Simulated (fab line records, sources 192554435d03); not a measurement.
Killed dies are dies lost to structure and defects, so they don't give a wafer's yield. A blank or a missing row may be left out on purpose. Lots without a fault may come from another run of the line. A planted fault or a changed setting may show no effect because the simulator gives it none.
Split-lot experiment | flow n5_finfet | 7 lots, 21 wafers read, on a route of 1938 steps

THE SPLIT
At N5_FIN_SAQP_SPACER1_ALD_24 (deposits SiO2, target thk 20.3 nm, pulse time 1 s, purge time 2 s), the setting ald_cycles was moved away from the recipe's 218 on 3 of the 21 wafers read, by -13.8% to +11.5%. The other wafers ran this setting at the recipe's value.

FROM THE SPLIT TO THE READING: what the file shows between them, 2 steps
- N5_FIN_SAQP_SPACER1_ETCHBACK_25: etches SiO2 in CHF3/O2, target depth 24.4 nm, time 12.2 s
- N5_FIN_SAQP_MANDREL1_REMOVE_56: chemistry HBr/Cl2/O2, target a-Si, stops on SiNx, bt time 10 s

THE READING
cd_nm, in nm, at N5_FIN_SAQP_CD_MEAS_27 (target cd 20 nm). Fault-free wafers of this fab line usually give 20.25 nm, standard deviation 0.26 nm.

wafer  | tool, chamber at the split | ald_cycles as run | against the recipe | cd_nm, nm | against lot-mates on the recipe
L078.1 | ald_sin-02, 3,2            | 188               | -13.8%             | 17.80     | -2.75
L078.2 | ald_sin-02, 3,2            | 188               | -13.8%             | 17.49     | -3.06
L078.6 | ald_sin-02, 1              | 218               | recipe             | 20.55     | -
L080.1 | ald_sin-04, 1,2,0          | 218               | recipe             | 20.57     | -
L080.2 | ald_sin-04, 1,2,0          | 218               | recipe             | 20.29     | -
L080.6 | ald_sin-04, 1,2,0          | 218               | recipe             | 20.50     | -
L092.1 | ald_sin-04, 0,1            | 218               | recipe             | 20.49     | -
L092.3 | ald_sin-04, 3              | 218               | recipe             | 20.06     | -
L092.4 | ald_sin-04, 0,1            | 218               | recipe             | 20.38     | -
L093.2 | ald_sin-02, 3,2            | 218               | recipe             | 20.71     | -
L093.5 | ald_sin-02, 1              | 218               | recipe             | 20.23     | -
L093.6 | ald_sin-02, 3,2            | 218               | recipe             | 20.08     | -
L094.3 | ald_sin-02, 2,1            | 218               | recipe             | 19.86     | -
L094.4 | ald_sin-02, 2,1            | 218               | recipe             | 20.35     | -
L094.5 | ald_sin-02, 2              | 218               | recipe             | 20.28     | -
L096.1 | ald_sin-04, 3,0,3          | 218               | recipe             | 20.23     | -
L096.5 | ald_sin-04, 3,0,3          | 218               | recipe             | 19.53     | -
L096.6 | ald_sin-04, 3,0,3          | 218               | recipe             | 20.66     | -
L097.2 | ald_sin-04, 0              | 218               | recipe             | 20.14     | -
L097.4 | ald_sin-04, 2              | 243               | +11.5%             | 22.96     | +2.85
L097.5 | ald_sin-04, 0              | 218               | recipe             | 20.08     | -
Where a row lists several chambers, the file gives one row for several wafers and doesn't say which wafer went through which chamber.

THE FIT
A straight line over all 21 wafers: cd_nm changes by +0.203 nm for each +1% of ald_cycles; r = +0.96; the points scatter about the line by 0.3 nm.
The same after taking each lot's own level away (the mean of its wafers on the recipe; 21 wafers): +0.222 nm for each +1%; r = +0.97; scatter 0.26 nm.
On that fit, the largest move of ald_cycles shifts the reading by 3.1 nm.
The lots' own levels span 20.110 to 20.550 nm, that is 1.7 times the standard deviation above.
So the lot-to-lot level changes the slope little: the two slopes agree.
Check: with one of the wafers moved furthest among these (-13.8%) left out of the fit, the line predicts -3.19 nm for it against its lot-mates. It came out at -2.75 nm against them.

OTHER SPLITS ON THESE WAFERS
These wafers also went through other splits before the reading. Each is held against what the fit with the lots' levels taken away leaves over:
other split on the same wafers        | wafers away from the commonest value | r with cd_nm (lot level and that fit taken away)
N5_WELL_APT_PEB_06 peb_time_s         | 4                                    | -0.22
N5_WELL_APT_DEVELOP_07 develop_time_s | 4                                    | +0.14
N5_WELL_APT_PEB_23 peb_temp_c         | 7                                    | +0.08
N5_WELL_APT_DEVELOP_24 develop_time_s | 8                                    | +0.09

THE WHOLE CHAIN: every reading that the file lists as answering this split, in the file's order
step                           | what it does                                                      | reading                                                                                 | change (the file's fit)               | r (the file's)
N5_FIN_SAQP_SPACER1_ALD_24     | deposits SiO2, target thk 20.3 nm, pulse time 1 s, purge time 2 s | SiO2_of_FIN_SAQP_SPACER1_ALD_24.thk_nm (the simulator's own value, which no gauge read) | +0.202 nm for each +1% of the setting | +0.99
N5_FIN_SAQP_MANDREL1_REMOVE_56 | chemistry HBr/Cl2/O2, target a-Si, stops on SiNx, bt time 10 s    | FIN_SAQP.cd_nm (the simulator's own value, which no gauge read)                         | +0.214 nm for each +1% of the setting | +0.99
N5_FIN_SAQP_CD_MEAS_27         | target cd 20 nm                                                   | cd_nm                                                                                   | +0.227 nm for each +1% of the setting | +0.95

THE FILE'S OWN FIT
cd_nm changes by +0.227 nm for each +1% of ald_cycles, r = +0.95.
